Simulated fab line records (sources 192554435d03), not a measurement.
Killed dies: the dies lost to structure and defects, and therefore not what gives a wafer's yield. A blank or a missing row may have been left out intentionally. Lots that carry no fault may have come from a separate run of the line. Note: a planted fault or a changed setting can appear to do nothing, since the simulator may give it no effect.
Chamber matching ; flow n5Finfet ; N5_BEOL_M0_SAQP_PECVD_04 on pecvd-04: 3 sister chambers
The step deposits a-Si from SiH4/He, target thk 60 nm, time 60.2 s. 3 wafers are shown with their chamber, then 10 later ones without.

## EACH WAFER AND ITS CHAMBER
wafer;chamber;showerheadPlenumPTorr (Torr)
L085.4;0;5.65
L088.1;1;5.67
L088.2;2;5.62

## WAFERS WITHOUT THEIR CHAMBER
wafer;showerheadPlenumPTorr (Torr)
L088.4;5.66
L093.2;5.67
L093.3;5.60
L093.4;5.64
L094.1;5.59
L094.4;5.67
L094.5;5.66
L095.2;5.66
L095.4;5.68
L095.6;5.67

## WHICH CHAMBER EACH WENT THROUGH
wafer;from the rows above;in truth
L088.4;can't be placed: 0 or 1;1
L093.2;can't be placed: 1 or 0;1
L093.3;2;2
L093.4;can't be placed: 0 or 2 or 1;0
L094.1;2;2
L094.4;can't be placed: 1 or 0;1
L094.5;can't be placed: 0 or 1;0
L095.2;can't be placed: 0 or 1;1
L095.4;can't be placed: 1 or 0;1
L095.6;can't be placed: 1 or 0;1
Correct placement for 2 of the 10. These rows do not allow placing 8 (true chamber among the candidates in 8). 0 placed wrongly.
How it was worked out, from the rows above alone: a wafer's distance from a chamber is the root of the sum, over the readings, of the square of ((its reading less the chamber's mean) divided by the reading's scatter). The wafer belongs to the nearest chamber; if the next one is less than 2 further off, it can't be placed. Each chamber's mean is taken over the wafers shown for it. The scatter: with one shown wafer a chamber, the root of the mean of the squares of how far each hidden wafer lies from its nearest shown one.
